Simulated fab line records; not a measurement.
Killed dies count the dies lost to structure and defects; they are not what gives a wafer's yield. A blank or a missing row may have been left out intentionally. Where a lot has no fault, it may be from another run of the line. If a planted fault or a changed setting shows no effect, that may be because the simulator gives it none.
Chamber matching -- flow nand-harc -- rie-diel-12 running NHARC_A_CHANNEL_FILL_D2_ETCHBACK_20: 4 sister chambers
The step etches the open film in C4F8/O2/Ar, target depth 27 nm, time 13.5 s. 22 wafers are shown with their chamber, then 11 later ones without.

## WAFERS WITH THEIR CHAMBER
wafer,chamber,rf-vpp-V (V),oes-product-au (a.u.)
L075.1,2,979,1.010
L075.5,3,975,0.994
L075.6,2,977,1.006
L076.3,3,975,0.917
L076.5,1,982,0.919
L076.6,2,979,0.920
L081.3,2,978,0.942
L081.4,3,976,0.926
L081.6,0,970,0.928
L082.4,3,975,1.002
L082.5,0,971,1.001
L082.6,2,978,1.004
L085.4,2,979,0.992
L085.5,3,975,0.994
L085.6,2,978,0.986
L089.1,3,976,0.998
L089.4,2,979,0.984
L089.6,3,975,0.991
L091.1,2,980,0.962
L091.3,0,971,0.956
L091.6,3,977,0.944
L092.3,0,972,0.991

SIGNATURES (means of the wafers above)
reading,chamber 0,chamber 1,chamber 2,chamber 3,scatter within a chamber
rf-vpp-V,971.00,982.00,978.56,975.50,0.824
oes-product-au,0.96900,0.91900,0.97844,0.97075,0.0332
Rule: distance of a wafer from a chamber = root of the sum over the readings of ((wafer's reading minus chamber's mean) / reading's scatter) squared. The wafer belongs to the nearest chamber; if the next one is less than 2 further off, it can't be placed. The scatter: take each reading less its chamber's mean, square it, sum over the shown wafers, divide by the number of wafers less the number of chambers, and take the root.

## WAFERS WITH NO CHAMBER GIVEN
wafer,rf-vpp-V (V),oes-product-au (a.u.)
L092.4,981,0.988
L092.6,978,1.004
L093.1,980,1.006
L093.2,984,1.006
L093.3,976,1.004
L094.4,980,1.009
L094.5,978,0.997
L094.6,982,1.005
L095.1,979,1.004
L095.2,972,1.003
L095.4,977,1.013

## WHICH CHAMBER EACH ONE RAN IN
wafer,from the rows above,in truth
L092.4,can't be placed: 1 or 2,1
L092.6,2,2
L093.1,can't be placed: 2 or 1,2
L093.2,1,1
L093.3,3,3
L094.4,can't be placed: 2 or 1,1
L094.5,2,2
L094.6,can't be placed: 1 or 2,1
L095.1,2,2
L095.2,0,0
L095.4,can't be placed: 2 or 3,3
Correctly placed: 6 of 11. Cannot be placed on the basis of these rows: 5; the candidates contain the true chamber in 5. Placed wrongly: 0.
